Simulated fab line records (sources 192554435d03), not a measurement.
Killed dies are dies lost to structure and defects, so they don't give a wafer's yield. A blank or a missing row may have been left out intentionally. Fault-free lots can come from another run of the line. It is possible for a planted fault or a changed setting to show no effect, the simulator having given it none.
Matching of chambers :: flow n5 finfet :: N5_BEOL_M2_ETCH_77 on rie diel-05 has 4 sister chambers
The step etches underlayer in N2/H2, target depth 6.5 nm, time 5.2 s. 8 wafers are shown with their chamber, then 12 later ones without.

WAFERS PAIRED WITH THEIR CHAMBERS
wafer: L079.3
chamber: 0
drypump motor current A (A): 5.2
showerhead plenum p Torr (Torr): 2.62

wafer: L081.1
chamber: 1
drypump motor current A (A): 6.2
showerhead plenum p Torr (Torr): 2.50

wafer: L081.2
chamber: 3
drypump motor current A (A): 5.4
showerhead plenum p Torr (Torr): 2.53

wafer: L081.4
chamber: 0
drypump motor current A (A): 5.2
showerhead plenum p Torr (Torr): 2.61

wafer: L081.6
chamber: 1
drypump motor current A (A): 6.2
showerhead plenum p Torr (Torr): 2.50

wafer: L084.2
chamber: 2
drypump motor current A (A): 6.3
showerhead plenum p Torr (Torr): 2.53

wafer: L084.5
chamber: 3
drypump motor current A (A): 5.3
showerhead plenum p Torr (Torr): 2.53

wafer: L084.6
chamber: 2
drypump motor current A (A): 6.3
showerhead plenum p Torr (Torr): 2.53

WAFERS WITH NO CHAMBER GIVEN
wafer: L085.3
drypump motor current A (A): 5.4
showerhead plenum p Torr (Torr): 2.53

wafer: L085.4
drypump motor current A (A): 5.4
showerhead plenum p Torr (Torr): 2.53

wafer: L085.6
drypump motor current A (A): 6.3
showerhead plenum p Torr (Torr): 2.52

wafer: L087.2
drypump motor current A (A): 5.2
showerhead plenum p Torr (Torr): 2.61

wafer: L087.3
drypump motor current A (A): 5.4
showerhead plenum p Torr (Torr): 2.53

wafer: L087.6
drypump motor current A (A): 5.2
showerhead plenum p Torr (Torr): 2.61

wafer: L091.1
drypump motor current A (A): 5.4
showerhead plenum p Torr (Torr): 2.53

wafer: L091.2
drypump motor current A (A): 6.1
showerhead plenum p Torr (Torr): 2.50

wafer: L091.3
drypump motor current A (A): 5.2
showerhead plenum p Torr (Torr): 2.60

wafer: L096.2
drypump motor current A (A): 6.3
showerhead plenum p Torr (Torr): 2.52

wafer: L096.5
drypump motor current A (A): 5.4
showerhead plenum p Torr (Torr): 2.52

wafer: L096.6
drypump motor current A (A): 6.2
showerhead plenum p Torr (Torr): 2.49

WHICH CHAMBER EACH ONE RAN IN
wafer: L085.3
from the rows above: 3
in truth: 3

wafer: L085.4
from the rows above: 3
in truth: 3

wafer: L085.6
from the rows above: 2
in truth: 2

wafer: L087.2
from the rows above: 0
in truth: 0

wafer: L087.3
from the rows above: 3
in truth: 3

wafer: L087.6
from the rows above: 0
in truth: 0

wafer: L091.1
from the rows above: 3
in truth: 3

wafer: L091.2
from the rows above: 1
in truth: 1

wafer: L091.3
from the rows above: 0
in truth: 0

wafer: L096.2
from the rows above: 2
in truth: 2

wafer: L096.5
from the rows above: 3
in truth: 3

wafer: L096.6
from the rows above: 1
in truth: 1
Correctly placed: 12 of 12. Number that these rows cannot place: 0. Placed wrongly: 0.
How it was worked out, from the rows above alone: a wafer's distance from a chamber is the root of the sum, over the readings, of the square of ((its reading less the chamber's mean) divided by the reading's scatter). If the next closest chamber is less than 2 further off than the closest, the wafer can't be placed; otherwise it belongs to the closest. For every chamber, the mean is computed from those of its wafers that are shown. How the scatter is found: for the shown wafers, subtract from each reading the mean of its chamber, square and add these, divide the total by (wafers less chambers), then take the root.
